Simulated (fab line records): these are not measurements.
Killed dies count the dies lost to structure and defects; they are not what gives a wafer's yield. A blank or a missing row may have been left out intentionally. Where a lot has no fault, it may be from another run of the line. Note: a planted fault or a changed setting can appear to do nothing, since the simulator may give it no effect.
Lot-split experiment | flow n5_finfet | 21 wafers read across 7 lots, on a route 1938 steps long

ON THE SPLIT
At N5_BEOL_M4_COAT_73 (time 60 s, resist thk 5 nm), the setting spin_rpm was moved away from the recipe's 1500 rpm on 6 of the 21 wafers read, by +4.2% to +10.3%. All remaining wafers had this setting at the recipe value.

FROM THE SPLIT TO THE READING: what the file shows between them, 3 steps
- N5_BEOL_M4_COAT_05: resist thk 30 nm
- N5_BEOL_M4_EBR_07
- N5_BEOL_M4_DESCUM_16: chemistry O2, time 7 s

THE READING
etch.depth_nm (the simulator's own value, which no gauge read), in nm, at N5_BEOL_M4_ETCH_74 (etches underlayer in N2/H2, target depth 6.5 nm, time 5.2 s). The file does not state a usual value for it. Average 5.009 nm, standard deviation 0.01 nm, over the 15 wafers here run with the recipe.

wafer  | tool, chamber at the split | spin_rpm as run, rpm | against the recipe | etch.depth_nm, nm | against lot-mates on the recipe
L075.1 | litho_track-05, 0          | 1500                 | recipe             | 5.02              | -
L075.4 | litho_track-05, 0          | 1607                 | +7.1%              | 4.863             | -0.157
L075.5 | litho_track-05, 0          | 1607                 | +7.1%              | 4.852             | -0.168
L079.4 | litho_track-05, 0          | 1563                 | +4.2%              | 4.893             | -0.130
L079.5 | litho_track-05, 0          | 1500                 | recipe             | 5.023             | -
L079.6 | litho_track-05, 0          | 1563                 | +4.2%              | 4.931             | -0.092
L085.2 | litho_track-01, 0          | 1500                 | recipe             | 5.012             | -
L085.3 | litho_track-01, 0          | 1655                 | +10.3%             | 4.75              | -0.255
L085.6 | litho_track-01, 0          | 1500                 | recipe             | 4.997             | -
L092.2 | litho_track-01, 0          | 1500                 | recipe             | 5.014             | -
L092.3 | litho_track-01, 0          | 1500                 | recipe             | 5.007             | -
L092.4 | litho_track-01, 0          | 1500                 | recipe             | 4.99              | -
L093.4 | litho_track-02, 0          | 1500                 | recipe             | 5.019             | -
L093.5 | litho_track-02, 0          | 1500                 | recipe             | 5.025             | -
L093.6 | litho_track-02, 0          | 1643                 | +9.5%              | 4.781             | -0.241
L095.1 | litho_track-01, 0          | 1500                 | recipe             | 5.015             | -
L095.4 | litho_track-01, 0          | 1500                 | recipe             | 4.999             | -
L095.5 | litho_track-01, 0          | 1500                 | recipe             | 5.01              | -
L097.2 | litho_track-05, 0          | 1500                 | recipe             | 4.996             | -
L097.3 | litho_track-05, 0          | 1500                 | recipe             | 5.004             | -
L097.5 | litho_track-05, 0          | 1500                 | recipe             | 5.007             | -

THE FIT
A straight line over all 21 wafers: etch.depth_nm changes by -0.0235 nm for each +1% of spin_rpm; r = -0.99; the points scatter about the line by 0.013 nm.
The same after taking each lot's own level away (the mean of its wafers on the recipe; 21 wafers): -0.0244 nm for each +1%; r = -0.99; scatter 0.01 nm.
Per that fit: largest spin_rpm move, reading shift of 0.25 nm.
Measured against the standard deviation above, the lots' own levels, which go from 5.0023 to 5.0230 nm, span 2.0 times it.
So the lot-to-lot level changes the slope little: the two slopes agree.
Check: with one of the wafers moved furthest among these (+10.3%) left out of the fit, the line predicts -0.251 nm for it against its lot-mates. Against them it came out at -0.255 nm.

THE OTHER SPLITS THESE WAFERS WENT THROUGH
Note: prior to the reading, these wafers also went through further splits. Each is held against what the fit with the lots' levels taken away leaves over:
other split on the same wafers   | wafers away from the commonest value | r with etch.depth_nm (lot level and that fit taken away)
N5_BEOL_M3_TRENCH_ETCH_37 bias_w | 7                                    | +0.29

THE WHOLE CHAIN: every reading that the file lists as answering this split, in the file's order
step               | what it does                                                | reading                                                        | change (the file's fit)                | r (the file's)
N5_BEOL_M4_ETCH_74 | etches underlayer in N2/H2, target depth 6.5 nm, time 5.2 s | etch_rf_on_time_s                                              | withheld for each +1% of the setting   | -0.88
N5_BEOL_M4_ETCH_74 | etches underlayer in N2/H2, target depth 6.5 nm, time 5.2 s | etch.depth_nm (the simulator's own value, which no gauge read) | -0.0246 nm for each +1% of the setting | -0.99

FILE'S OWN FIT
etch.depth_nm changes by -0.0246 nm for each +1% of spin_rpm, r = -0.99.
